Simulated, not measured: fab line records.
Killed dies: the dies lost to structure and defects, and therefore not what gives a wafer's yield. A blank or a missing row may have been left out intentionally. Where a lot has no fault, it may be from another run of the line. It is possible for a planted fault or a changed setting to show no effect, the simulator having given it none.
Chamber matching / flow nand-harc / NHARC_A_CONTACT_ETCH_88 on rie-diel-01: 4 sister chambers
The step etches the open film in CF4, target depth 39 nm, time 65 s. 4 wafers are shown with their chamber, then 12 later ones without.

== WAFERS, EACH WITH ITS CHAMBER ==
wafer=L078.4; chamber=1; showerhead-plenum-p-Torr (Torr)=1.84
wafer=L080.2; chamber=3; showerhead-plenum-p-Torr (Torr)=1.71
wafer=L085.4; chamber=2; showerhead-plenum-p-Torr (Torr)=1.71
wafer=L085.6; chamber=0; showerhead-plenum-p-Torr (Torr)=1.75

== WAFERS MISSING THEIR CHAMBER ==
wafer=L086.2; showerhead-plenum-p-Torr (Torr)=1.71
wafer=L086.3; showerhead-plenum-p-Torr (Torr)=1.71
wafer=L086.6; showerhead-plenum-p-Torr (Torr)=1.71
wafer=L093.1; showerhead-plenum-p-Torr (Torr)=1.71
wafer=L093.2; showerhead-plenum-p-Torr (Torr)=1.75
wafer=L093.5; showerhead-plenum-p-Torr (Torr)=1.71
wafer=L096.2; showerhead-plenum-p-Torr (Torr)=1.83
wafer=L096.3; showerhead-plenum-p-Torr (Torr)=1.71
wafer=L096.6; showerhead-plenum-p-Torr (Torr)=1.74
wafer=L097.2; showerhead-plenum-p-Torr (Torr)=1.83
wafer=L097.4; showerhead-plenum-p-Torr (Torr)=1.74
wafer=L097.6; showerhead-plenum-p-Torr (Torr)=1.83

== CHAMBER TAKEN BY EACH ==
wafer=L086.2; from the rows above=can't be placed: 2 or 3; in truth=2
wafer=L086.3; from the rows above=can't be placed: 2 or 3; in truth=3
wafer=L086.6; from the rows above=can't be placed: 2 or 3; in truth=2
wafer=L093.1; from the rows above=can't be placed: 2 or 3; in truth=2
wafer=L093.2; from the rows above=0; in truth=0
wafer=L093.5; from the rows above=can't be placed: 2 or 3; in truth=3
wafer=L096.2; from the rows above=1; in truth=1
wafer=L096.3; from the rows above=can't be placed: 2 or 3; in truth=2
wafer=L096.6; from the rows above=0; in truth=0
wafer=L097.2; from the rows above=1; in truth=1
wafer=L097.4; from the rows above=0; in truth=0
wafer=L097.6; from the rows above=1; in truth=1
Correctly placed: 6 of 12. Cannot be placed on the basis of these rows: 6; the candidates contain the true chamber in 6. Number placed wrongly: 0.
How it was worked out, from the rows above alone: a wafer's distance from a chamber is the root of the sum, over the readings, of the square of ((its reading less the chamber's mean) divided by the reading's scatter). The wafer belongs to the nearest chamber; if the next one is less than 2 further off, it can't be placed. The mean given for a chamber averages the wafers shown for that chamber. The scatter: root of mean squared gap, hidden wafer to nearest shown wafer, with one shown wafer a chamber.
